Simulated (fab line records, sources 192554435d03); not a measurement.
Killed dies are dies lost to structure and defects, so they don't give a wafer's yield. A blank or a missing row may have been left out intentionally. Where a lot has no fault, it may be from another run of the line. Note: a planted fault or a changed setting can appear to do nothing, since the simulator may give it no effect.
fab line records | flow n5_finfet
record: lots: 4 wafers: 12 last_day: 18
route steps=1938 shown BEOL_M15@1814 PASS1_DEP@1831 MIM_BOT@1832 MIM_TOP@1834 MIM_TOP_LITHO@1839 PASSIVATION@1936
lots with no fault: from the same line, run without faults
start_h: start of the lot's first displayed wafer, in hours after the record's first day | wait_h: hours elapsed since this lot's preceding step | " unchanged from the row above | L1.1+2: one row covering several wafers at once | - no value present, or no start provided | * or withheld: withheld | < > ~ a bound
route shown NAME@n: a module of which the file shows steps, and the number in the route of the first | usual: mean/standard deviation taken from wafers without a fault | same: alike in all rows | chamber/n: place in a boat | sites: each site's reading | _std_site: their standard deviation | _edge_site: mean of outer sites minus mean of inner sites | radius_mm: for every site, how far away it sits from the centre of the wafer | mask NAME#n: copy n | behind: the most recent tool/chamber to have shaped the wafer | hold: why the lot went on hold/how many hours it stayed there/how the hold came to an end | device: names the non-switching transistor (n, p or np) | end of line: tests of these same wafers at the route's end | a step with no rows: only its recipe | killed: dies lost to structure and defects at the first sort, not the wafer's yield | map: a wafer's dies, x killed, . not, _ none there
set.NAME: the run value of the setting; set.NAME@STEP: its run value at that earlier step | model.NAME: the simulator's own value behind a step, which no gauge read
lots seen at some steps along the route; tables by step, rows by wafer
services: a tool's chamber out of use, with start hour (start_h, from the record's first day; less than 0 if before it), hours out, and reason
== steps ==
step: N5_BEOL_M15_ETCH_38
recipe: chemistry: CF4/N2 target: SiCN target_depth_a: 1064 taper_deg: 2 time_s: 120.5 ion_energy_ev: 150 mask_material: SiO2 pressure_mtorr: 40 source_w: 430 bias_w: 70 Ar_flow_sccm: 100 cf4_flow_sccm: 60 n2_flow_sccm: 60
step: N5_BEOL_M15_PRECLEAN_39
recipe: chemistry: residue_remover time_s: 60 temp_c: 40
step: N5_BEOL_M15_SRD_40
recipe: time_s: 30 temp_c: 23 rinse_liquid: diw dry: n2_spin spin_rpm: 1500 dry_time_s: 30
step: N5_BEOL_M15_DEGAS_41
recipe: ambient: vacuum temp_c: 300 time_s: 60
step: N5_BEOL_M15_PRE_CLEAN_42
recipe: gas: H2/He time_s: 30 temp_c: 300
step: N5_BEOL_M15_SPUTTER_43
recipe: material: TaN target_thk_a: 150 temp_c: 50 bias_v: 168.6 power_w: 15000 chamber_pressure_pa: 0.12 time_s: 24.19
step: N5_BEOL_M15_SPUTTER_44
recipe: material: Ta target_thk_a: 150 temp_c: 50 bias_v: 80 power_w: 15000 chamber_pressure_pa: 0.07 time_s: 24.19
step: N5_BEOL_M15_SPUTTER_45
recipe: material: Cu target_thk_a: 1000 temp_c: -20 bias_v: 60 power_w: 26000 chamber_pressure_pa: 0.13 time_s: 16.67
step: N5_BEOL_M15_ECD_47
recipe: material: Cu target_thk_a: 18600
step: N5_BEOL_M15_ANNEAL_48
recipe: temp_c: 225 time_s: 90 ambient: N2
step: N5_BEOL_M15_CMP_49
recipe: stop_on: SiO2 t_overpolish_s: 4.9 down_force_psi: 2 platen_rpm: 80 clearing_platen_down_force_psi: 2 clearing_platen_rpm: 80 post_cmp_clean: cu_alkaline target_thk_nm: 850 clearing_platen_pad_velocity_m_s: 1.5917 pad_velocity_m_s: 1.5917
step: N5_BEOL_M15_PRE_CLEAN_52
recipe: gas: NH3 time_s: 15 temp_c: withheld rf_power_w: 300
columns lot.wafer tool chamber start_h wait_h
L846.1+4+5 pecvd-03 0,2,0 334.73 0.0
L849.3+4+5 pecvd-03 1,0,1 351.96 0.0
L855.4+5+6 pecvd-04 1,0,1 399.08 0.0
L856.3+5+6 pecvd-03 1,0,2 405.47 0.0
step: N5_BEOL_M15_DEP_53
recipe: material: SiCN target_thk_a: 500 temp_c: withheld precursor: 3MS/NH3 pressure_torr: 3 rf_w: 675 time_s: 17.8
step: N5_BEOL_M15_INSPECT_55
recipe: inspect_instrument: darkfield mode: post_dep
usual: raw_defect_count: 68/22
columns lot.wafer tool chamber start_h wait_h raw_defect_count
L846.1 defect_inspect-01 - 334.85 0.0 396
L846.4 " - " " 346
L846.5 " - " " 434
L849.3 defect_inspect-01 - 352.08 0.0 409
L849.4 " - " " 381
L849.5 " - " " 442
L855.4 defect_inspect-02 - 399.22 0.0 106
L855.5 " - " " 103
L855.6 " - " " 106
L856.3 defect_inspect-02 - 405.59 0.0 117
L856.5 " - " " 90
L856.6 " - " " 106
step: N5_PASSIVATION_PECVD_00
recipe: material: SiO2 target_thk_a: 2000 temp_c: 400 precursor: SiH4/N2O pressure_torr: 2.7 rf_w: 608 time_s: 11.2
step: N5_MIM_BOT_DEGAS_01
recipe: ambient: vacuum temp_c: 300 time_s: 60
step: N5_MIM_BOT_SPUTTER_00
recipe: material: TiN target_thk_a: 350 temp_c: 200 power_w: 3000 chamber_pressure_pa: 0.49996 gas: Ar reactive_partial_pa: 0.37997 time_s: 89.7
step: N5_MIM_TOP_ALD_00
recipe: material: Al2O3 target_thk_a: * temp_c: withheld ald_precursor_family: TMA ald_co_reactant: O3 pulse_time_s: withheld purge_time_s: 3 co_reactant_purge_time_s: withheld co_reactant_pulse_time_s: 3 ald_cycles: withheld
step: N5_MIM_TOP_ALD_01
recipe: material: HfO2 target_thk_a: 56 temp_c: withheld ald_precursor_family: Hf-amide ald_co_reactant: O3 pulse_time_s: 1 purge_time_s: 3 co_reactant_purge_time_s: 2 co_reactant_pulse_time_s: 3 ald_cycles: 62
step: N5_MIM_TOP_ALD_02
recipe: material: Al2O3 target_thk_a: * temp_c: withheld ald_precursor_family: TMA ald_co_reactant: O3 pulse_time_s: withheld purge_time_s: 3 co_reactant_purge_time_s: withheld co_reactant_pulse_time_s: 3 ald_cycles: withheld
step: N5_MIM_TOP_DEGAS_04
recipe: ambient: vacuum temp_c: 300 time_s: 60
step: N5_MIM_TOP_SPUTTER_03
recipe: material: TiN target_thk_a: 350 temp_c: 200 power_w: 3000 chamber_pressure_pa: 0.49996 gas: Ar reactive_partial_pa: 0.37997 time_s: 89.7
step: N5_MIM_TOP_LITHO_HMDS_01
recipe: time_s: 60 temp_c: 120
step: N5_MIM_TOP_LITHO_COAT_02
recipe: spin_rpm: * resist_thk_nm: *
step: N5_MIM_TOP_LITHO_EBR_04
recipe: solvent: PGMEA ebr_width_mm: 1.5
step: N5_MIM_TOP_LITHO_SOFTBAKE_03
recipe: temp_c: 100 time_s: 90
step: N5_MIM_TOP_LITHO_EXPOSE_05
recipe: mask_id: MIM_TOP na: 0.55 source_shape: conventional sigma_outer: 0.8 polarization: unpolarized target_cd_nm: 2000 dose_mj: 20.5
step: N5_MIM_TOP_LITHO_PEB_06
recipe: peb_temp_c: withheld peb_time_s: *
step: N5_MIM_TOP_LITHO_DEVELOP_07
recipe: develop_time_s: 60 rinse_liquid: diw dry: air_spin dev_temp_c: 21
step: N5_MIM_TOP_LITHO_HARDBAKE_09
recipe: temp_c: 130 time_s: 120
step: N5_MIM_TOP_LITHO_INSPECT_12
recipe: mode: adi inspect_instrument: macro
usual: raw_defect_count: 1.9/1.3
columns lot.wafer tool chamber start_h wait_h raw_defect_count
L846.1 defect_inspect-01 - 338.14 0.0 >300
L846.4 " - " " 289
L846.5 " - " " >300
L849.3 defect_inspect-01 - 356.50 0.0 >300
L849.4 " - " " >300
L849.5 " - " " >300
L855.4 defect_inspect-02 - 402.44 0.0 1
L855.5 " - " " 1
L855.6 " - " " 2
L856.3 defect_inspect-01 - 409.62 0.0 1
L856.5 " - " " 3
L856.6 " - " " 1
step: N5_MIM_TOP_LITHO_DESCUM_10
recipe: chemistry: O2 time_s: 7.9 source_power_w: 50 bias_power_w: 20 pressure_mtorr: 20 rf_frequency_hz: 2.712e+07 temp_c: 40 o2_flow_sccm: 225
step: N5_PASSIVATION_PROBE_49
usual: defect_limited_yield: 91.2/1.6 killed_at_M0_to_M3: 33/11 killed_at_M4_up: 15/6.2 killed_at_contacts: 15/7.1 killed_at_front_end: 38/12 killed_at_other: 4/3.5 killed_dies: 104/19 killed_on_rim: 14/4 killed_open: 69/14 killed_short: 34/8.5 sort_bin_5_function: 5.2/0.99 sort_bin_6_memory: 3.3/0.77 sort_n_pass: 1076/19 sort_yield_pct: 91.2/1.6
same: gross_dies: 1180 killed_at_back_side: 0 sort_bin_4_leakage[%]: 0 sort_bin_8_speed[%]: 0
columns lot.wafer tool chamber start_h wait_h defect_limited_yield[%] killed_at_M0_to_M3 killed_at_M4_up killed_at_contacts killed_at_front_end killed_at_other killed_dies killed_on_rim killed_open killed_short sort_bin_5_function[%] sort_bin_6_memory[%] sort_n_pass sort_yield_pct[%]
L846.1 prober-01 - 347.68 0.0 86.2 24 84 12 41 2 163 22 54 32 7.9 4.2 1017 86.2
L846.4 prober-01 - 347.83 0.2 87.9 25 74 16 27 1 143 25 61 19 8.3 3.1 1037 87.9
L846.5 prober-01 - 347.88 0.2 84.2 25 91 10 58 2 186 31 67 39 9.4 4.1 994 84.2
L849.3 prober-02 - 370.39 0.8 82.5 46 116 7 38 0 207 24 70 39 11.1 4.8 973 82.5
L849.4 prober-02 - 370.44 0.9 86.8 23 93 10 30 0 156 24 51 26 8.3 3.2 1024 86.8
L849.5 prober-02 - 370.49 0.9 85.3 17 110 12 33 1 173 24 56 17 9.7 3.5 1007 85.3
killed by level:class
L846.1 BEOL_M15:unspecified=73 MOL_CONTACT_COAG:geometric_particle:open=10 STI_FIN_REVEAL:geometric_particle:open=9 GATE_CUT:geometric_particle:short=6 BEOL_M0:geometric_particle:short=5 BEOL_M2:geometric_particle:open=5 BEOL_M4:geometric_particle:open=5 FIN_SAQP:geometric_particle:open=4
L846.4 BEOL_M15:unspecified=62 MOL_CONTACT_COAG:geometric_particle:open=14 STI_FIN_REVEAL:geometric_particle:open=13 BEOL_M1:geometric_particle:open=7 BEOL_M4:geometric_particle:open=5 BEOL_M0_SAQP:geometric_particle:open=4 BEOL_M0_SAQP:geometric_particle:short=4 BEOL_M2:geometric_particle:open=4
L846.5 BEOL_M15:unspecified=79 FIN_SAQP:geometric_particle:short=15 STI_FIN_REVEAL:geometric_particle:open=12 MOL_CONTACT_COAG:geometric_particle:open=9 FIN_SAQP:geometric_particle:open=8 BEOL_M2:geometric_particle:open=7 BEOL_M1:geometric_particle:open=6 BEOL_M4:geometric_particle:open=6
L849.3 BEOL_M15:unspecified=97 BEOL_M4:geometric_particle:open=11 BEOL_M0:geometric_particle:open=9 BEOL_M2:geometric_particle:short=9 BEOL_M0_SAQP:geometric_particle:short=9 DUMMY_GATE:geometric_particle:open=8 BEOL_M2:geometric_particle:open=8 BEOL_M0_SAQP:geometric_particle:open=6
L849.4 BEOL_M15:unspecified=78 FIN_SAQP:geometric_particle:open=9 BEOL_M4:geometric_particle:open=9 MOL_CONTACT_COAG:geometric_particle:open=8 BEOL_M2:geometric_particle:open=6 BEOL_M2:geometric_particle:short=6 STI_FIN_REVEAL:geometric_particle:open=5 FIN_SAQP:geometric_particle:short=4
L849.5 BEOL_M15:unspecified=98 MOL_CONTACT_COAG:geometric_particle:open=12 FIN_SAQP:geometric_particle:open=10 DUMMY_GATE:geometric_particle:open=6 BEOL_M1:geometric_particle:open=6 BEOL_M4:geometric_particle:open=5 GATE_CUT:geometric_particle:short=4 BEOL_M0_SAQP:geometric_particle:open=3
map L846.5 (x killed, . not)
_________________xxxxx.x.xx..________________
______________xxxxxxxxxx........_____________
___________.xxxxxxxxxxxxxxx......x.__________
__________..xxxxxxxxxxxx..x........._________
________.xxxxxxxxxxxxxx.......x......._______
_______.....xx..xxxxx.x.x.......x......______
______........xxxxxxxx.................x_____
_____......x.x.x...xx............xx......____
____..........xx..x.x...................x.___
___...x........x..........x....x...........__
___.x.x..........x............x............__
__.xx..x........x...xx.xx.x...x..........x.._
__..x.........x......x..xx.......x.........._
_............................................
_.....................x.....................x
_...............................x.x.x........
_....x.....x.........x............x..........
_.x....x........x............................
_.x.......................x....xx............
_........x...........................x....x..
_................................x...........
__..............x.........x..x...........xxx_
__..x........x.....xx......................._
___..........x....x.......................x__
___....x...x...........x...x....x...x.....x__
____...x..x.......x............xx.........___
_____...................x..x...x.x......x____
______.............x.......x.....x......_____
_______......................x.........______
________.............xx.............x._______
__________.x..........x...x....x...x_________
___________...x..x.......xx........__________
______________.............x...._____________
_________________......x.....________________
map L849.3 (x killed, . not)
_________________...x........________________
______________...........x.x...._____________
___________.........x.........x....__________
__________x......................x.._________
________.....x........xxx....x...x.x.._______
_______.x..............x....x..........______
______...........xx................x...._____
_____..........x.....x...................____
____.....................................x___
___......x...x.x.x.......................xx__
___.....................x...........x......__
__x.....x..................x..x............._
__.........x...x.x.................x..xx...._
_.......x.........x..................xx...x..
_...x..............x...x.....xx......xx......
_.x...x...x..x................x..x.x.x.x...x.
_.............x..............x....xxxxxxx.x..
_...x.........x......x.........x.xxxxxxxxxxx.
_....x........................x..xxxxxxxxxxxx
_.x.x..........x....x...x......xxxxxxxxxxxxxx
_...............................xxxxxxxxxxxxx
__.................x.........x..x.xxxxxxxxxx_
__......................x..x.x..xxxxxxxxxx.x_
___..xx.............x...........x.xxx..xxxx__
___.....x..............x..x.........xxx.xxx__
____......................x............x.x___
_____........x..........................x____
______........x........x.x.....x........_____
_______.xxx.x....x.x.x...........x..x..______
________..x..............x...........x_______
__________x......x.................._________
___________...........x.....x......__________
______________.................._____________
_________________..x.........________________
== services ==
columns tool chamber start_h hours kind
pecvd-03 2 323.59 2.1 scheduled_down
pecvd-04 1 353.22 - clean
pecvd-04 1 353.22 29.5 scheduled_down
pecvd-04 1 353.22 29.5 vent_cycle
pecvd-03 2 372.32 5.5 scheduled_down
pecvd-04 2 382.72 16.5 scheduled_down
pecvd-04 0 399.22 5.5 scheduled_down
== key ==
first_sign: step: N5_BEOL_M15_INSPECT_55 reading: raw_defect_count direction: up sigmas: 15 usual: 68 struck: 401
effect: step: N5_MIM_TOP_LITHO_INSPECT_12 reading: raw_defect_count direction: up sigmas: 99+ usual: 1.9 struck: >298.2
effect: step: N5_PASSIVATION_PROBE_49 reading: killed_at_M4_up direction: up sigmas: 13 usual: 15 struck: 95
more_kills_born_at: N5_BEOL_M15_PRE_CLEAN_52@pecvd-03: 487
met_at N5_BEOL_M15_PRE_CLEAN_52
struck_wafers L846.1,L846.4,L846.5,L849.3,L849.4,L849.5
fault: kind: chamber_particle_source tool: pecvd-03 chamber: - onset_h: 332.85 steps: N5_BEOL_M15_PRE_CLEAN_52 rate_per_visit_cm2: 0.50965 end_h: 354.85
